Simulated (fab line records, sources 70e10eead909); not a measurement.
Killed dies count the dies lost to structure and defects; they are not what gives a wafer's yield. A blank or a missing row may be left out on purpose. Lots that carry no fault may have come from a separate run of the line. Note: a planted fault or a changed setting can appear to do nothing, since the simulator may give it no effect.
fab line records	flow nandHarc
record lots=7	wafers=21	lastDay=32
route steps=1302 shown P_CONTACT@235 END@1302
lots that met no fault: from a run of the same line without faults
startH: the number of hours between the record's first day and the start of the first shown wafer of the lot	waitH: how many hours have passed since the lot's step before this one	" repeats the value in the row above	L1.1+2: a single row standing in for several wafers	- either no value or no given start	* or withheld: withheld	< > ~ a bound
route shown NAME@n: a module of which the file shows steps, and the number in the route of the first	usual: the fault-free wafers' mean and standard deviation	same: alike in all rows	chamber/n: place in a boat	sites: each site's reading	_std_site: the standard deviation of these	_edge_site: inner sites' mean taken away from outer sites' mean	radiusMm: for every site, how far away it sits from the centre of the wafer	mask NAME#n: copy n	behind: the last tool/chamber to shape the wafer	hold: why the lot went on hold/how many hours it stayed there/how the hold came to an end	device: the transistor (n, p or np) that didn't switch	end of line: the same wafers' tests at the end of the route	a step without rows: its recipe alone	killed: not the wafer's yield, but the dies lost to structure and defects at the first sort	map: per-die view of a wafer (x killed, . not killed, _ where there is no die)
set.NAME: the setting the step ran with; set.NAME@STEP: the setting that earlier step ran with	model.NAME: the simulator's own value behind a step, which no gauge read
lots at some steps of the route; a table a step, a row a wafer
services: the hour from which a tool's chamber was out of use, counted from the record's first day as startH (under 0 if before that day), plus the number of hours and why
## steps
# step NHARC_P_CONTACT_DESCUM_17
# recipe timeS=3	o2FlowSccm=200	arFlowSccm=0	biasPowerW=0	chemistry=O2
# step NHARC_P_CONTACT_ETCH_35
# recipe targetDepthA=390	overEtchFrac=0.3	timeS=65	ionEnergyEv=80	cf4FlowSccm=150	arFlowSccm=0	rfW=300	biasW=100	chemistry=CF4
# usual biasW=100.01/0.3	drypumpMotorCurrentA=5.7/0.47	oesProductAu=1.005/0.011	rfVppV=151.0/0.98	showerheadPlenumPTorr=1.73/0.059	throttleValvePct=13.285/0.0093
lot.wafer	tool	chamber	startH	waitH	biasW	drypumpMotorCurrentA	oesProductAu	rfHoursCounterH	rfVppV	showerheadPlenumPTorr	throttleValvePct
L343.4	rieDiel-02	1	128.42	0.1	100.06	6.1	0.995	1.2	148.9	1.67	13.280
L343.3	"	2	"	"	99.96	5.4	1.016	1.2	150.9	1.72	13.271
L343.1	"	0	"	"	99.95	5.5	1.009	1.2	150.7	1.83	13.276
L344.3	rieDiel-13	0	131.63	0.1	99.57	5.5	0.992	7.9	153.7	1.78	13.286
L344.4	"	1	"	"	100.05	5.8	1.022	8.8	151.0	1.80	13.297
L344.6	"	0	"	"	99.72	5.5	1.007	-	151.9	1.78	13.283
L346.2	rieDiel-03	2	156.09	0.1	99.36	5.1	1.000	0.6	150.1	1.67	13.284
L346.4	"	3	"	"	100.70	5.7	0.997	0.6	149.1	1.71	13.290
L346.6	"	1	"	"	99.97	5.3	1.015	-	149.6	1.66	13.274
L349.1	rieDiel-03	1	195.30	0.1	100.17	5.2	1.000	1.8	150.5	1.66	13.292
L349.2	"	0	"	"	100.05	6.3	0.988	1.8	150.7	1.71	13.282
L349.5	"	1	"	"	100.13	5.3	0.997	-	151.0	1.66	13.269
L359.2	rieDiel-02	1	290.13	0.1	99.94	6.1	1.000	2.1	149.8	1.67	13.288
L359.1	"	2	"	"	99.95	5.4	0.997	2.2	150.5	1.72	13.302
L359.5	"	0	"	"	99.95	5.4	1.016	-	150.8	1.83	13.299
L360.4	rieDiel-02	2	301.36	0.1	100.21	5.4	0.994	2.9	149.9	1.72	13.288
L360.5	"	0	"	"	100.47	5.4	1.014	-	153.9	1.83	13.279
L360.6	"	1	"	"	100.15	6.1	1.006	-	151.3	1.67	13.303
L363.1	rieDiel-02	1	324.67	0.1	100.00	6.1	0.987	3.5	149.9	1.67	13.283
L363.4	"	3	"	"	99.95	5.6	1.007	3.3	151.3	1.79	13.281
L363.5	"	1	"	"	99.79	6.1	0.990	-	150.1	1.67	13.291
# step NHARC_P_CONTACT_ETCH_36
# recipe targetDepthA=2600	overEtchFrac=0.25	timeS=406.25	ionEnergyEv=200	n2FlowSccm=150	h2FlowSccm=150	arFlowSccm=0	rfW=400	biasW=150	chemistry=N2/H2
# step NHARC_P_CONTACT_ETCH_18
# recipe targetDepthA=4810	timeS=240.5	c4f8FlowSccm=20	o2FlowSccm=10	arFlowSccm=withheld	rfW=600	biasW=1500	chemistry=C4F8/O2/Ar
# usual biasW=1500/4.3	oesProductAu=0.962/0.021	rfVppV=976/4.8
lot.wafer	tool	chamber	startH	waitH	biasW	oesProductAu	rfHoursCounterH	rfVppV
L343.3	rieDiel-02	1	-	-	1498	0.934	1.4	970
L343.4	"	2	"	"	1500	0.954	1.4	973
L343.1	"	0	"	"	1504	0.952	1.4	984
L344.4	rieDiel-13	3	-	-	1500	0.979	6.8	980
L344.3	"	1	"	"	1499	0.971	9.1	981
L344.6	"	0	"	"	1491	0.972	-	977
L346.4	rieDiel-03	1	-	-	1496	0.980	0.9	969
L346.2	"	2	"	"	1497	0.957	0.8	971
L346.6	"	1	"	"	1501	0.983	-	969
L349.2	rieDiel-03	3	-	-	1498	0.949	1.7	972
L349.1	"	2	"	"	1497	0.966	1.9	971
L349.5	"	3	"	"	1500	0.960	-	973
L359.2	rieDiel-02	2	-	-	1501	0.950	2.4	975
L359.1	"	0	"	"	1503	0.990	2.1	984
L359.5	"	3	"	"	1507	0.975	-	982
L360.4	rieDiel-02	0	-	-	1502	0.952	2.6	983
L360.5	"	3	"	"	1497	0.968	-	980
L360.6	"	0	"	"	1495	0.951	-	983
L363.1	rieDiel-02	2	-	-	1504	0.905	3.8	974
L363.4	"	3	"	"	1501	0.926	3.6	980
L363.5	"	0	"	"	1509	0.933	-	985
# step NHARC_P_CONTACT_STRIP_37
# recipe c4f8FlowSccm=withheld	o2FlowSccm=8	arFlowSccm=withheld	biasW=0	chemistry=C4F8/O2/Ar
# step NHARC_P_CONTACT_ETCH_31
# recipe targetDepthA=300	timeS=85.7	ionEnergyEv=120	overEtchFrac=1	ch3fFlowSccm=50	o2FlowSccm=30	arFlowSccm=200	rfW=500	biasW=100	chemistry=CH3F/O2
# step NHARC_P_CONTACT_CD_MEAS_19
# usual cdNm=90.5/1.7
lot.wafer	tool	chamber	startH	waitH	cdNm
L343.1	cdSem-03	-	129.20	-	89.2
L343.3	"	-	"	"	88.4
L343.4	"	-	"	"	89.4
L344.3	cdSem-03	-	132.41	-	89.3
L344.4	"	-	"	"	91.6
L344.6	"	-	"	"	90.7
L346.2	cdSem-03	-	156.86	-	87.9
L346.4	"	-	"	"	91.3
L346.6	"	-	"	"	89.6
L349.1	cdSem-03	-	196.08	-	91.6
L349.2	"	-	"	"	91.4
L349.5	"	-	"	"	90.7
L359.1	cdSem-02	-	290.91	-	91.3
L359.2	"	-	"	"	90.1
L359.5	"	-	"	"	90.7
L360.4	cdSem-03	-	302.14	-	89.2
L360.5	"	-	"	"	90.9
L360.6	"	-	"	"	88.6
L363.1	cdSem-01	-	325.46	-	91.9
L363.4	"	-	"	"	89.0
L363.5	"	-	"	"	90.1
# step NHARC_P_CONTACT_STRIP_28
# recipe o2FlowSccm=500	arFlowSccm=0	biasW=0	chemistry=O2
# step NHARC_P_CONTACT_STRIP_29
# recipe timeS=1200	tempC=72.5	chemistry=postEtchResidueRemover
# step NHARC_P_CONTACT_DEGAS_38
# recipe tempC=300	timeS=60
# usual heaterPowerW=460/35
lot.wafer	tool	chamber	startH	waitH	heaterPowerW
L343.3	pvdSputter-03	-	129.92	-	466
L343.1	"	-	"	"	458
L343.4	"	-	"	"	504
L344.4	pvdSputter-03	-	133.13	-	455
L344.3	"	-	"	"	456
L344.6	"	-	"	"	408
L346.4	pvdSputter-03	-	157.60	-	492
L346.2	"	-	"	"	414
L346.6	"	-	"	"	459
L349.1	pvdSputter-01	-	196.80	-	511
L349.2	"	-	"	"	514
L349.5	"	-	"	"	509
L359.1	pvdSputter-03	-	291.62	-	471
L359.2	"	-	"	"	448
L359.5	"	-	"	"	462
L360.4	pvdSputter-01	-	302.88	-	524
L360.5	"	-	"	"	520
L360.6	"	-	"	"	415
L363.4	pvdSputter-03	-	326.18	-	505
L363.1	"	-	"	"	438
L363.5	"	-	"	"	475
# step NHARC_P_CONTACT_PRE_CLEAN_39
# recipe timeS=19.5	biasV=250	gas=Ar
# step NHARC_P_CONTACT_PVD_32
# recipe targetThkA=50	chamberPressurePa=5	powerW=5000	substrateTempC=200	timeS=17.7	material=Ti
# usual throttleValvePct=29.9/0.87
lot.wafer	tool	chamber	startH	waitH	throttleValvePct
L343.4	pvdSputter-03	-	-	-	29.4
L343.3	"	-	"	"	29.6
L343.1	"	-	"	"	28.1
L344.3	pvdSputter-03	-	-	-	28.2
L344.4	"	-	"	"	29.4
L344.6	"	-	"	"	30.1
L346.2	pvdSputter-03	-	-	-	29.6
L346.4	"	-	"	"	29.4
L346.6	"	-	"	"	29.5
L349.1	pvdSputter-01	-	-	-	29.2
L349.2	"	-	"	"	30.9
L349.5	"	-	"	"	29.2
L359.1	pvdSputter-03	-	-	-	30.3
L359.2	"	-	"	"	29.2
L359.5	"	-	"	"	29.3
L360.4	pvdSputter-01	-	-	-	30.0
L360.5	"	-	"	"	30.9
L360.6	"	-	"	"	30.0
L363.4	pvdSputter-03	-	-	-	29.7
L363.1	"	-	"	"	30.5
L363.5	"	-	"	"	29.1
# step NHARC_P_CONTACT_ALD_22
# recipe targetThkA=30	pulseTimeS=1	aldCycles=150	tempC=450	material=TiN
# usual aldCycles=150/0	heaterPowerW=1074/76	precursorPulseHeightRel=0.998/0.021
lot.wafer	tool	chamber	startH	waitH	aldCycles	heaterPowerW	precursorPulseHeightRel
L343.3	aldMetal-03	0	130.18	-	150	960	1.003
L343.1	"	1	"	"	150	1055	1.014
L343.4	"	2	"	"	150	1056	1.018
L344.4	aldMetal-02	3	133.40	-	150	1079	1.025
L344.3	"	0	"	"	150	1076	0.984
L344.6	"	1	"	"	150	969	1.001
L346.4	aldMetal-04	0	157.82	-	150	1007	0.992
L346.2	"	2	"	"	150	1178	0.990
L346.6	"	0	"	"	150	987	0.959
L349.1	aldMetal-04	1	197.04	-	150	1142	0.972
L349.2	"	3	"	"	150	1192	1.020
L349.5	"	1	"	"	150	1118	1.022
L359.1	aldMetal-03	2	291.86	-	68	1065	1.014
L359.2	"	0	"	"	150	967	1.015
L359.5	"	2	"	"	150	1025	0.981
L360.4	aldMetal-03	0	303.09	-	150	986	1.037
L360.6	"	0	"	"	68	980	0.992
L360.5	"	1	"	"	150	1013	0.997
L363.1	aldMetal-03	1	326.43	-	68	1040	1.032
L363.4	"	2	"	"	150	1037	0.999
L363.5	"	0	"	"	150	1000	1.046
# step NHARC_P_CONTACT_CVD_23
# recipe targetThkA=2000	tempC=300	pressureTorr=40	wf6FlowSccm=40	h2FlowSccm=1600	arFlowSccm=1560	timeS=557	material=W
# usual chamberPressureTorr=40.01/0.09	heaterPowerW=487/55	throttleValvePct=7.97/0.2
lot.wafer	tool	chamber	startH	waitH	chamberPressureTorr	heaterPowerW	throttleValvePct
L343.1	cvdW-01	1	-	-	39.99	404	8.02
L343.4	"	0	"	"	39.89	484	7.90
L343.3	"	1	"	"	39.90	409	7.67
L344.3	cvdW-02	0	-	-	39.99	502	8.08
L344.4	"	1	"	"	39.95	543	8.05
L344.6	"	0	"	"	39.94	490	8.05
L346.2	cvdW-01	0	-	-	39.75	479	7.82
L346.4	"	0	"	"	40.00	472	7.74
L346.6	"	0	"	"	39.90	495	7.51
L349.2	cvdW-02	0	-	-	40.04	479	7.91
L349.1	"	1	"	"	39.99	568	8.15
L349.5	"	1	"	"	40.10	579	8.36
L359.2	cvdW-01	0	-	-	39.99	480	7.74
L359.1	"	1	"	"	39.90	446	8.14
L359.5	"	1	"	"	39.91	418	8.09
L360.4	cvdW-01	1	-	-	40.04	429	7.84
L360.6	"	1	"	"	40.13	425	8.20
L360.5	"	0	"	"	40.04	463	8.11
L363.1	cvdW-01	1	-	-	40.13	434	8.06
L363.4	"	1	"	"	40.25	434	8.08
L363.5	"	1	"	"	40.01	441	8.05
# step NHARC_END_SORT_01
# recipe tempC=25
# usual killedAtArray=55/20	killedAtOther=1.1/1.2	killedAtPeriphery=3.8/2.8	killedDies=60/19	killedOpen=3.4/1.9	killedShort=2.2/1.5
# same grossDies=677
lot.wafer	tool	chamber	startH	waitH	killedAtArray	killedAtOther	killedAtPeriphery	killedDies	killedOpen	killedShort
L343.1	prober-02	0	568.21	2.5	71	1	4	76	0	0
L343.3	prober-02	0	569.81	3.1	52	1	5	58	3	3
L343.4	prober-02	0	570.60	3.4	61	2	7	70	3	2
L349.1	prober-02	0	633.31	2.5	36	4	0	40	3	7
L349.2	prober-02	0	634.11	2.8	29	1	0	30	2	1
L349.5	prober-02	0	636.51	3.7	22	4	3	29	3	2
L359.1	prober-01	0	735.49	2.5	45	2	630	677	2	2
L360.4	prober-01	0	762.13	3.4	46	2	2	50	5	1
L360.5	prober-01	0	762.94	3.7	55	0	2	57	3	4
L360.6	prober-01	0	763.74	4.0	56	1	620	677	2	3
L363.1	prober-02	0	767.04	2.5	32	0	645	677	3	3
# killed by level:class
L343.1 A_CHANNEL_HOLE_D1:chamberFilmFlake=30 A_CHANNEL_HOLE_D2:chamberFilmFlake=28 A_M1:chamberFilmFlake=5 P_ZERO_WELL:chamberFilmFlake=2 P_GATE:chamberFilmFlake=2 A_STAIRCASE:chamberFilmFlake=2 A_SLIT:chamberFilmFlake=2 A_CONTACT:chamberFilmFlake=2
L343.3 A_CHANNEL_HOLE_D2:chamberFilmFlake=22 A_CHANNEL_HOLE_D1:chamberFilmFlake=17 A_CONTACT:chamberFilmFlake=3 P_CONTACT:geometricParticle:open=2 A_STAIRCASE:chamberFilmFlake=2 A_WL_FILL:chamberFilmFlake=2 P_STI:geometricParticle:short=1 A_CHANNEL_FILL_D1:geometricParticle:short=1
L343.4 A_CHANNEL_HOLE_D1:chamberFilmFlake=27 A_CHANNEL_HOLE_D2:chamberFilmFlake=18 A_STAIRCASE:chamberFilmFlake=4 P_ZERO_WELL:chamberFilmFlake=3 A_M1:chamberFilmFlake=3 P_GATE:chamberFilmFlake=2 A_DECK1_JOINT:chamberFilmFlake=2 THIN_TSV:chamberFilmFlake=2
L349.1 A_CHANNEL_HOLE_D2:chamberFilmFlake=16 A_CHANNEL_HOLE_D1:chamberFilmFlake=5 A_ONON_D2:geometricParticle:short=2 A_WL_FILL:geometricParticle:short=2 A_STAIRCASE:chamberFilmFlake=2 A_CONTACT:chamberFilmFlake=2 THIN_TSV:chamberFilmFlake=2 A_CHANNEL_FILL_D1:geometricParticle:open=1
L349.2 A_CHANNEL_HOLE_D2:chamberFilmFlake=12 A_SLIT:chamberFilmFlake=3 A_CONTACT:chamberFilmFlake=3 A_ZERO_WELL:chamberFilmFlake=2 A_CHANNEL_HOLE_D1:chamberFilmFlake=2 A_STAIRCASE:chamberFilmFlake=2 A_SOURCE_PLATE:geometricParticle:open=1 A_CHANNEL_FILL_D1:geometricParticle:open=1
L349.5 A_CHANNEL_HOLE_D2:chamberFilmFlake=11 A_CHANNEL_HOLE_D1:chamberFilmFlake=4 THIN_TSV:chamberFilmFlake=4 P_M0:geometricParticle:open=1 P_M2:geometricParticle:short=1 A_WL_FILL:geometricParticle:open=1 A_WL_FILL:geometricParticle:short=1 A_BLC:geometricParticle:open=1
L359.1 P_CONTACT:areaAld=618 A_CHANNEL_HOLE_D1:chamberFilmFlake=34 P_GATE:chamberFilmFlake=8 A_SLIT:chamberFilmFlake=3 A_STAIRCASE:chamberFilmFlake=2 THIN_TSV:chamberFilmFlake=2 A_CONTACT:chamberFilmFlake=2 P_M0:geometricParticle:open=1
L360.4 A_CHANNEL_HOLE_D2:chamberFilmFlake=22 A_CHANNEL_HOLE_D1:chamberFilmFlake=10 A_SLIT:chamberFilmFlake=4 A_CONTACT:chamberFilmFlake=3 A_WL_FILL:chamberFilmFlake=2 P_CONTACT:geometricParticle:open=1 A_CHANNEL_HOLE_D1:geometricParticle:short=1 A_ONON_D2:geometricParticle:open=1
L360.5 A_CHANNEL_HOLE_D2:chamberFilmFlake=21 A_CHANNEL_HOLE_D1:chamberFilmFlake=11 A_SLIT:chamberFilmFlake=7 A_STAIRCASE:chamberFilmFlake=3 A_WL_FILL:chamberFilmFlake=2 A_CONTACT:chamberFilmFlake=2 A_M1:chamberFilmFlake=2 A_CHANNEL_HOLE_D1:geometricParticle:open=1
L360.6 P_CONTACT:areaAld=620 A_CHANNEL_HOLE_D2:chamberFilmFlake=24 A_CHANNEL_HOLE_D1:chamberFilmFlake=12 A_SLIT:chamberFilmFlake=3 A_DECK1_JOINT:chamberFilmFlake=3 A_STAIRCASE:chamberFilmFlake=3 A_ZERO_WELL:chamberFilmFlake=2 A_CHANNEL_FILL_D1:geometricParticle:short=1
L363.1 P_CONTACT:areaAld=641 A_CHANNEL_HOLE_D1:chamberFilmFlake=9 A_SLIT:chamberFilmFlake=7 A_STAIRCASE:chamberFilmFlake=5 A_CONTACT:chamberFilmFlake=5 P_STI:chamberFilmFlake=2 P_STI:geometricParticle:short=1 P_M0:geometricParticle:open=1
# map L359.1 (x killed, . not)
____________x____________
_________xxxxxxx_________
_______xxxxxxxxxxx_______
______xxxxxxxxxxxxx______
_____xxxxxxxxxxxxxxx_____
____xxxxxxxxxxxxxxxxx____
____xxxxxxxxxxxxxxxxx____
___xxxxxxxxxxxxxxxxxxx___
___xxxxxxxxxxxxxxxxxxx___
__xxxxxxxxxxxxxxxxxxxxx__
__xxxxxxxxxxxxxxxxxxxxx__
_xxxxxxxxxxxxxxxxxxxxxxx_
_xxxxxxxxxxxxxxxxxxxxxxx_
_xxxxxxxxxxxxxxxxxxxxxxx_
_xxxxxxxxxxxxxxxxxxxxxxx_
_xxxxxxxxxxxxxxxxxxxxxxx_
xxxxxxxxxxxxxxxxxxxxxxxxx
xxxxxxxxxxxxxxxxxxxxxxxxx
xxxxxxxxxxxxxxxxxxxxxxxxx
xxxxxxxxxxxxxxxxxxxxxxxxx
xxxxxxxxxxxxxxxxxxxxxxxxx
_xxxxxxxxxxxxxxxxxxxxxxx_
_xxxxxxxxxxxxxxxxxxxxxxx_
_xxxxxxxxxxxxxxxxxxxxxxx_
_xxxxxxxxxxxxxxxxxxxxxxx_
_xxxxxxxxxxxxxxxxxxxxxxx_
__xxxxxxxxxxxxxxxxxxxxx__
__xxxxxxxxxxxxxxxxxxxxx__
___xxxxxxxxxxxxxxxxxxx___
___xxxxxxxxxxxxxxxxxxx___
____xxxxxxxxxxxxxxxxx____
____xxxxxxxxxxxxxxxxx____
_____xxxxxxxxxxxxxxx_____
______xxxxxxxxxxxxx______
_______xxxxxxxxxxx_______
_________xxxxxxx_________
____________x____________
# map L360.6 (x killed, . not)
____________x____________
_________xxxxxxx_________
_______xxxxxxxxxxx_______
______xxxxxxxxxxxxx______
_____xxxxxxxxxxxxxxx_____
____xxxxxxxxxxxxxxxxx____
____xxxxxxxxxxxxxxxxx____
___xxxxxxxxxxxxxxxxxxx___
___xxxxxxxxxxxxxxxxxxx___
__xxxxxxxxxxxxxxxxxxxxx__
__xxxxxxxxxxxxxxxxxxxxx__
_xxxxxxxxxxxxxxxxxxxxxxx_
_xxxxxxxxxxxxxxxxxxxxxxx_
_xxxxxxxxxxxxxxxxxxxxxxx_
_xxxxxxxxxxxxxxxxxxxxxxx_
_xxxxxxxxxxxxxxxxxxxxxxx_
xxxxxxxxxxxxxxxxxxxxxxxxx
xxxxxxxxxxxxxxxxxxxxxxxxx
xxxxxxxxxxxxxxxxxxxxxxxxx
xxxxxxxxxxxxxxxxxxxxxxxxx
xxxxxxxxxxxxxxxxxxxxxxxxx
_xxxxxxxxxxxxxxxxxxxxxxx_
_xxxxxxxxxxxxxxxxxxxxxxx_
_xxxxxxxxxxxxxxxxxxxxxxx_
_xxxxxxxxxxxxxxxxxxxxxxx_
_xxxxxxxxxxxxxxxxxxxxxxx_
__xxxxxxxxxxxxxxxxxxxxx__
__xxxxxxxxxxxxxxxxxxxxx__
___xxxxxxxxxxxxxxxxxxx___
___xxxxxxxxxxxxxxxxxxx___
____xxxxxxxxxxxxxxxxx____
____xxxxxxxxxxxxxxxxx____
_____xxxxxxxxxxxxxxx_____
______xxxxxxxxxxxxx______
_______xxxxxxxxxxx_______
_________xxxxxxx_________
____________x____________
## services
tool	chamber	startH	hours	kind
pvdSputter-01	-	111.53	11.3	repair
cvdW-01	-	117.36	1.4	repair
aldMetal-04	-	118.00	10.0	pm
rieDiel-13	0	136.59	4.9	repair
cvdW-02	-	140.55	0.2	repair
pvdSputter-01	-	157.24	1.8	repair
cvdW-01	-	161.26	0.9	repair
rieDiel-13	-	165.01	9.0	pm
rieDiel-03	-	167.53	1.0	repair
pvdSputter-01	-	168.93	4.1	repair
rieDiel-03	-	169.19	0.6	repair
pvdSputter-03	-	170.04	10.0	pm
rieDiel-02	0	174.63	1.2	repair
cvdW-01	-	185.00	13.0	pm
rieDiel-02	-	186.42	0.4	repair
rieDiel-13	0	190.23	5.5	repair
aldMetal-03	1	201.77	2.3	repair
aldMetal-03	-	212.00	10.0	pm
rieDiel-02	-	216.70	9.0	pm
pvdSputter-01	-	223.04	2.9	repair
pvdSputter-01	-	226.67	10.0	pm
rieDiel-03	-	281.30	9.0	pm
rieDiel-03	-	296.61	5.7	repair
rieDiel-03	3	323.72	14.0	repair
## key
firstSign step=NHARC_P_CONTACT_ALD_22	reading=aldCycles	direction=down	sigmas=99+	usual=150	struck=68
effect step=NHARC_END_SORT_01	reading=killedAtPeriphery	direction=up	sigmas=99+	usual=3.8	struck=631.7
moreKillsBornAt NHARC_P_CONTACT_ALD_22@aldMetal-03=1879
metAt NHARC_P_CONTACT_ALD_22
struckWafers L359.1,L360.6,L363.1
laterRowsLeftOut L359.1,L360.6,L363.1
testerLeftOut L359,L360,L363
loopTrim step=NHARC_P_CONTACT_EXPOSE_09	setting=dose	lots=L359
onsetBetween 130.18 291.86
fault kind=processParameterDrift	tool=aldMetal-03	chamber=-	onsetH=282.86	steps=NHARC_P_CONTACT_ALD_22	channel=aldCycles	offset=-82	shape=step	endH=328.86	scope=struckWafersOnly	actsIn=theseRecipesOnly	stated=150
# testerLeftOut: of these lots the tester's yield and bins aren't shown, on N5 and GAA mostly nor the transistor test; their killed dies are dies lost to structure and defects alone, not to doping, threshold or leakage, so they don't give the yield
# laterRowsLeftOut: the simulator's readings of these wafers behind a module that went badly wrong aren't trusted and aren't shown, but for the sort
# loopTrim: a control loop set the setting to another value than it would have without faults
